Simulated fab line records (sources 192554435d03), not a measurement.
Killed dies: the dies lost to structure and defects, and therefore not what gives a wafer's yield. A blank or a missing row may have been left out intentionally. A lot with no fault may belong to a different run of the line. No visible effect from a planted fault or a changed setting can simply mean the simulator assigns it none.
The tool behind it: which one? + flow n5Finfet + Sampling: 24 lots, 72 wafers, 5 of 1938 route steps

== WHAT THE GAUGES READ, wafer by wafer ==
N5_MOL_CONTACT_COAG_THK_MEAS_29.
| lot  | measured     | on           | MD_CAP_THK (nm)   |
|------|--------------|--------------|-------------------|
| L074 | day 5 01:09  | filmMetro-02 | 17.87 17.94 17.87 |
| L075 | day 5 08:10  | filmMetro-02 | 17.87 17.95 17.90 |
| L076 | day 5 13:13  | filmMetro-01 | 17.77 17.99 17.93 |
| L077 | day 5 19:04  | filmMetro-01 | 17.82 17.90 17.78 |
| L078 | day 6 03:10  | filmMetro-02 | 17.93 17.88 17.99 |
| L079 | day 6 08:05  | filmMetro-01 | 17.98 17.83 18.01 |
| L080 | day 6 17:04  | filmMetro-01 | 17.96 17.92 17.98 |
| L081 | day 6 21:10  | filmMetro-02 | 18.00 17.81 17.91 |
| L082 | day 7 01:00  | filmMetro-01 | 17.82 18.07 17.75 |
| L083 | day 7 07:55  | filmMetro-01 | 17.97 17.92 17.89 |
| L084 | day 7 11:19  | filmMetro-02 | 17.89 18.00 17.83 |
| L085 | day 8 00:05  | filmMetro-02 | 17.70 18.03 17.84 |
| L086 | day 8 00:54  | filmMetro-01 | 17.88 17.85 17.99 |
| L087 | day 8 10:51  | filmMetro-01 | 18.08 17.97 17.79 |
| L088 | day 8 15:08  | filmMetro-01 | 17.70 17.90 17.76 |
| L089 | day 8 16:11  | filmMetro-02 | 17.75 17.84 17.76 |
| L090 | day 9 03:50  | filmMetro-02 | 17.71 17.80 17.80 |
| L091 | day 9 08:25  | filmMetro-01 | 17.95 17.89 17.93 |
| L092 | day 9 12:55  | filmMetro-01 | 17.72 17.83 17.74 |
| L093 | day 9 15:22  | filmMetro-01 | 17.84 18.02 18.04 |
| L094 | day 10 06:08 | filmMetro-02 | 17.94 17.92 17.91 |
| L095 | day 10 11:11 | filmMetro-01 | 17.83 17.99 17.99 |
| L096 | day 10 15:14 | filmMetro-02 | 17.92 17.81 17.83 |
| L097 | day 10 22:12 | filmMetro-02 | 17.94 17.95 17.92 |

N5_MOL_CONTACT_COAG_CD_MEAS_101: the cd target is 16 nm.
| lot  | measured     | on       | cdNm (nm)      |
|------|--------------|----------|----------------|
| L074 | day 5 06:02  | cdSem-03 | 16.3 16.0 16.7 |
| L075 | day 5 12:44  | cdSem-03 | 15.7 16.1 15.7 |
| L076 | day 5 16:53  | cdSem-01 | 16.1 16.6 16.6 |
| L077 | day 5 22:32  | cdSem-03 | 16.5 16.7 16.5 |
| L078 | day 6 09:29  | cdSem-03 | 16.2 16.0 15.6 |
| L079 | day 6 12:18  | cdSem-01 | 15.6 15.7 16.0 |
| L080 | day 6 21:32  | cdSem-03 | 16.0 15.7 16.3 |
| L081 | day 7 01:28  | cdSem-03 | 15.8 15.9 16.5 |
| L082 | day 7 04:11  | cdSem-03 | 16.4 16.6 16.5 |
| L083 | day 7 11:49  | cdSem-02 | 16.2 15.2 15.9 |
| L084 | day 7 15:43  | cdSem-03 | 16.1 15.9 15.6 |
| L085 | day 8 04:04  | cdSem-02 | 16.5 16.3 16.2 |
| L086 | day 8 05:05  | cdSem-03 | 15.5 16.3 15.4 |
| L087 | day 8 14:46  | cdSem-03 | 16.0 16.7 16.1 |
| L088 | day 8 20:04  | cdSem-03 | 16.0 16.3 16.1 |
| L089 | day 8 21:25  | cdSem-03 | 16.4 15.7 15.9 |
| L090 | day 9 07:18  | cdSem-02 | 17.0 16.9 16.1 |
| L091 | day 9 11:59  | cdSem-01 | 15.8 15.6 15.6 |
| L092 | day 9 16:22  | cdSem-03 | 16.3 15.8 15.8 |
| L093 | day 9 18:53  | cdSem-01 | 16.7 15.9 16.2 |
| L094 | day 10 09:43 | cdSem-01 | 15.6 15.6 15.6 |
| L095 | day 10 15:19 | cdSem-03 | 15.6 15.8 15.9 |
| L096 | day 10 18:25 | cdSem-03 | 16.4 15.9 15.9 |
| L097 | day 11 02:35 | cdSem-03 | 15.8 15.5 16.4 |

== EACH LOT AND THE TOOL THAT RAN IT (in order: tool; ch and the chambers of the sampled wafers; start) ==
| lot  | N5_MOL_CONTACT_COAG_CMP_23    | N5_MOL_CONTACT_COAG_DESCUM_88     | N5_MOL_CONTACT_COAG_ALD_133      |
|------|-------------------------------|-----------------------------------|----------------------------------|
| L074 | cmp-04 ch 0,3, day 4 20:49    | rieDiel-04 ch 0,1,2, day 5 02:16  | aldSin-04 ch 1,2,3, day 5 05:26  |
| L075 | cmp-03 ch 0,2,3, day 5 05:28  | rieDiel-04 ch 0,1,2, day 5 10:11  | aldSin-03 ch 0,1,3, day 5 12:03  |
| L076 | cmp-04 ch 1,2, day 5 09:55    | rieDiel-04 ch 0,1,3, day 5 14:20  | aldSin-01 ch 1,2, day 5 16:02    |
| L077 | cmp-04 ch 0,3, day 5 16:23    | rieDiel-03 ch 1,2, day 5 20:17    | aldSin-04 ch 0,3, day 5 21:49    |
| L078 | cmp-03 ch 0,2, day 6 00:30    | rieDiel-03 ch 0,2, day 6 06:55    | aldSin-03 ch 0,1,3, day 6 08:47  |
| L079 | cmp-03 ch 0,1,2, day 6 05:23  | rieDiel-03 ch 1,2,3, day 6 09:48  | aldSin-04 ch 0,1,2, day 6 11:37  |
| L080 | cmp-04 ch 0,3, day 6 14:23    | rieDiel-04 ch 0,2, day 6 18:26    | aldSin-03 ch 0,2,3, day 6 20:50  |
| L081 | cmp-04 ch 1,2,3, day 6 18:14  | rieDiel-03 ch 1,2, day 6 22:23    | aldSin-04 ch 0,3, day 7 00:46    |
| L082 | cmp-03 ch 0,1,2, day 6 22:19  | rieDiel-04 ch 1,2,3, day 7 02:02  | aldSin-01 ch 1,2,3, day 7 03:29  |
| L083 | cmp-04 ch 0,1,3, day 7 05:04  | rieDiel-04 ch 0,3, day 7 09:10    | aldSin-03 ch 0,1,2, day 7 10:59  |
| L084 | cmp-03 ch 0,1,2, day 7 08:35  | rieDiel-03 ch 0,3, day 7 12:20    | aldSin-03 ch 1,2,3, day 7 15:01  |
| L085 | cmp-02 ch 1,2,3, day 7 21:24  | rieDiel-03 ch 0,1,2, day 8 01:33  | aldSin-01 ch 0,2,3, day 8 03:19  |
| L086 | cmp-02 ch 0,1, day 7 22:12    | rieDiel-03 ch 0,1, day 8 02:20    | aldSin-04 ch 2,3, day 8 04:23    |
| L087 | cmp-03 ch 0,3, day 8 08:10    | rieDiel-05 ch 0,3, day 8 11:59    | aldSin-03 ch 1,2,3, day 8 14:05  |
| L088 | cmp-03 ch 0,2,3, day 8 12:29  | rieDiel-03 ch 1,2,3, day 8 17:38  | aldSin-01 ch 0,3, day 8 19:22    |
| L089 | cmp-03 ch 1,2, day 8 12:50    | rieDiel-05 ch 0,1,2, day 8 18:11  | aldSin-03 ch 0,1, day 8 20:43    |
| L090 | cmp-03 ch 0,3, day 9 01:04    | rieDiel-05 ch 0,1,3, day 9 04:50  | aldSin-01 ch 1,2, day 9 06:37    |
| L091 | cmp-04 ch 0,2,3, day 9 05:46  | rieDiel-03 ch 1,2, day 9 09:50    | aldSin-01 ch 1,3, day 9 11:15    |
| L092 | cmp-04 ch 0,2, day 9 10:08    | rieDiel-03 ch 1,2, day 9 13:57    | aldSin-04 ch 1,2, day 9 15:32    |
| L093 | cmp-03 ch 0,2,3, day 9 12:10  | rieDiel-05 ch 1,2, day 9 16:25    | aldSin-04 ch 0,1, day 9 18:08    |
| L094 | cmp-04 ch 1,2, day 10 03:29   | rieDiel-05 ch 1,2, day 10 07:37   | aldSin-01 ch 0,1,3, day 10 09:02 |
| L095 | cmp-02 ch 1,3, day 10 08:33   | rieDiel-05 ch 1,2, day 10 12:13   | aldSin-04 ch 1,2, day 10 14:14   |
| L096 | cmp-02 ch 0,1,3, day 10 12:33 | rieDiel-04 ch 0,1,3, day 10 16:14 | aldSin-01 ch 0,1,2, day 10 17:44 |
| L097 | cmp-03 ch 0,2, day 10 19:33   | rieDiel-04 ch 0,1,2, day 11 00:08 | aldSin-04 ch 1,2,3, day 11 01:46 |
- N5_MOL_CONTACT_COAG_CMP_23: polishes, stops on SiO2, t overpolish 1.5 s, target thk 0 nm.
- N5_MOL_CONTACT_COAG_DESCUM_88: chemistry O2, time 7 s.
- N5_MOL_CONTACT_COAG_ALD_133: deposits SiO2, target thk 5 nm, pulse time 1 s, co reactant pulse time 1 s.

== AS READ BY THE TOOLS THEMSELVES (means over the sampled wafers that have a number; for cases with no such wafer, the mark the record gives instead) ==
N5_MOL_CONTACT_COAG_CMP_23.
| lot  | tool   | motorCurrentA (A) | overpolishRunS (s) | timeToEndpointS (s) |
|------|--------|-------------------|--------------------|---------------------|
| L074 | cmp-04 | 7.3               | 1.489              | 9.9                 |
| L075 | cmp-03 | 7.7               | 1.506              | 11.4                |
| L076 | cmp-04 | 6.6               | 1.507              | 8.3                 |
| L077 | cmp-04 | 7.5               | 1.502              | 9.9                 |
| L078 | cmp-03 | 7.9               | 1.497              | 10.5                |
| L079 | cmp-03 | 8.1               | 1.498              | 11.6                |
| L080 | cmp-04 | 8.1               | 1.511              | 12.4                |
| L081 | cmp-04 | 7.3               | 1.502              | 8.5                 |
| L082 | cmp-03 | 8.3               | 1.499              | 10.7                |
| L083 | cmp-04 | 7.6               | 1.503              | 10.4                |
| L084 | cmp-03 | 8.1               | 1.509              | 9.8                 |
| L085 | cmp-02 | 7.6               | 1.497              | 6.9                 |
| L086 | cmp-02 | 7.5               | 1.491              | 10.7                |
| L087 | cmp-03 | 7.7               | 1.501              | 12.1                |
| L088 | cmp-03 | 8.0               | 1.493              | 9.5                 |
| L089 | cmp-03 | 8.2               | 1.493              | 9.0                 |
| L090 | cmp-03 | 7.8               | 1.498              | 11.2                |
| L091 | cmp-04 | 7.2               | 1.503              | 7.5                 |
| L092 | cmp-04 | 6.7               | 1.510              | 7.2                 |
| L093 | cmp-03 | 8.0               | 1.504              | 10.9                |
| L094 | cmp-04 | 6.8               | 1.500              | 8.1                 |
| L095 | cmp-02 | 8.0               | 1.504              | 8.4                 |
| L096 | cmp-02 | 8.0               | 1.493              | 8.0                 |
| L097 | cmp-03 | 7.8               | 1.503              | 11.9                |

N5_MOL_CONTACT_COAG_DESCUM_88.
| lot  | tool       | drypumpMotorCurrentA (A) | oesProductAu (a.u.) | rfVppV (V) | showerheadPlenumPTorr (Torr) | throttleValvePct (%) |
|------|------------|--------------------------|---------------------|------------|------------------------------|----------------------|
| L074 | rieDiel-04 | 6.0                      | 0.79                | 243.3      | 2.10                         | 20.53                |
| L075 | rieDiel-04 | 6.0                      | 0.79                | 242.9      | 2.10                         | 20.54                |
| L076 | rieDiel-04 | 6.1                      | 0.78                | 243.5      | 2.15                         | 20.61                |
| L077 | rieDiel-03 | 5.8                      | 0.84                | 243.0      | 2.08                         | 20.32                |
| L078 | rieDiel-03 | 5.8                      | 0.71                | 243.3      | 2.11                         | 20.16                |
| L079 | rieDiel-03 | 5.7                      | 0.86                | 243.1      | 2.06                         | 20.36                |
| L080 | rieDiel-04 | 5.8                      | 0.73                | 242.9      | 2.06                         | 20.68                |
| L081 | rieDiel-03 | 5.9                      | 0.76                | 242.6      | 2.03                         | 20.30                |
| L082 | rieDiel-04 | 5.8                      | 0.76                | 243.3      | 2.10                         | 20.46                |
| L083 | rieDiel-04 | 6.2                      | 0.70                | 244.4      | 2.15                         | 20.92                |
| L084 | rieDiel-03 | 5.7                      | 0.78                | 244.4      | 2.14                         | 20.25                |
| L085 | rieDiel-03 | 5.8                      | 0.75                | 243.4      | 2.09                         | 20.26                |
| L086 | rieDiel-03 | 5.8                      | 0.82                | 243.7      | 2.14                         | 20.29                |
| L087 | rieDiel-05 | 6.0                      | 0.74                | 243.7      | 2.12                         | 20.48                |
| L088 | rieDiel-03 | 5.7                      | 0.82                | 243.4      | 2.05                         | 20.39                |
| L089 | rieDiel-05 | 5.8                      | 0.81                | 244.3      | 2.12                         | 20.18                |
| L090 | rieDiel-05 | 6.0                      | 0.73                | 242.9      | 2.08                         | 20.41                |
| L091 | rieDiel-03 | 5.8                      | 0.80                | 242.1      | 2.07                         | 20.36                |
| L092 | rieDiel-03 | 5.9                      | 0.74                | 243.1      | 2.02                         | 20.33                |
| L093 | rieDiel-05 | 5.4                      | 0.76                | 242.8      | 2.04                         | 20.12                |
| L094 | rieDiel-05 | 5.4                      | 0.75                | 241.7      | 2.04                         | 20.14                |
| L095 | rieDiel-05 | 5.4                      | 0.75                | 242.9      | 2.04                         | 20.14                |
| L096 | rieDiel-04 | 6.1                      | 0.90                | 243.9      | 2.13                         | 20.44                |
| L097 | rieDiel-04 | 6.0                      | 0.83                | 243.8      | 2.08                         | 20.50                |

N5_MOL_CONTACT_COAG_ALD_133.
| lot  | tool      | heaterPowerW (W) | precursorPulseHeightRel |
|------|-----------|------------------|-------------------------|
| L074 | aldSin-04 | 90               | 1.000                   |
| L075 | aldSin-03 | 78               | 1.014                   |
| L076 | aldSin-01 | 84               | 1.020                   |
| L077 | aldSin-04 | 86               | 0.997                   |
| L078 | aldSin-03 | 79               | 0.991                   |
| L079 | aldSin-04 | 83               | 0.996                   |
| L080 | aldSin-03 | 77               | 0.986                   |
| L081 | aldSin-04 | 87               | 0.995                   |
| L082 | aldSin-01 | 80               | 1.033                   |
| L083 | aldSin-03 | 81               | 1.000                   |
| L084 | aldSin-03 | 85               | 1.004                   |
| L085 | aldSin-01 | 83               | 0.994                   |
| L086 | aldSin-04 | 93               | 0.994                   |
| L087 | aldSin-03 | 87               | 0.985                   |
| L088 | aldSin-01 | 81               | 0.997                   |
| L089 | aldSin-03 | 77               | 1.005                   |
| L090 | aldSin-01 | 85               | 0.998                   |
| L091 | aldSin-01 | 74               | 0.977                   |
| L092 | aldSin-04 | 87               | 1.017                   |
| L093 | aldSin-04 | 83               | 0.999                   |
| L094 | aldSin-01 | 77               | 0.985                   |
| L095 | aldSin-04 | 88               | 0.983                   |
| L096 | aldSin-01 | 84               | 0.994                   |
| L097 | aldSin-04 | 93               | 1.013                   |

== THE ANSWER, worked out from the rows above alone ==
Rule: usual is defined by the lots themselves. The widest of any qualifying gaps counts: lots, ordered by their means at a reading, are off when they make up no more than a third of the lots, leave a main group of 4 or more, and stand apart from it by 3 or more times the standard deviation of that group's means. If all means in a main group match to the digits the tables above print for the reading, that group is not used. A lot without any number at a reading at which 4 lots or more have one is off too. The other lots that the step has rows for count as sound. The gauges are gone through in route order, then the tools' own readings, and for those a lot's mean is taken as printed above. At the first step where some lot is off, the reading lying furthest off is the one used; lots without a number count as furthest.
No lot is off on any of the readings shown, so nothing can be concluded from this.

== WHAT HAD BEEN PUT IN BY THE SIMULATOR ==
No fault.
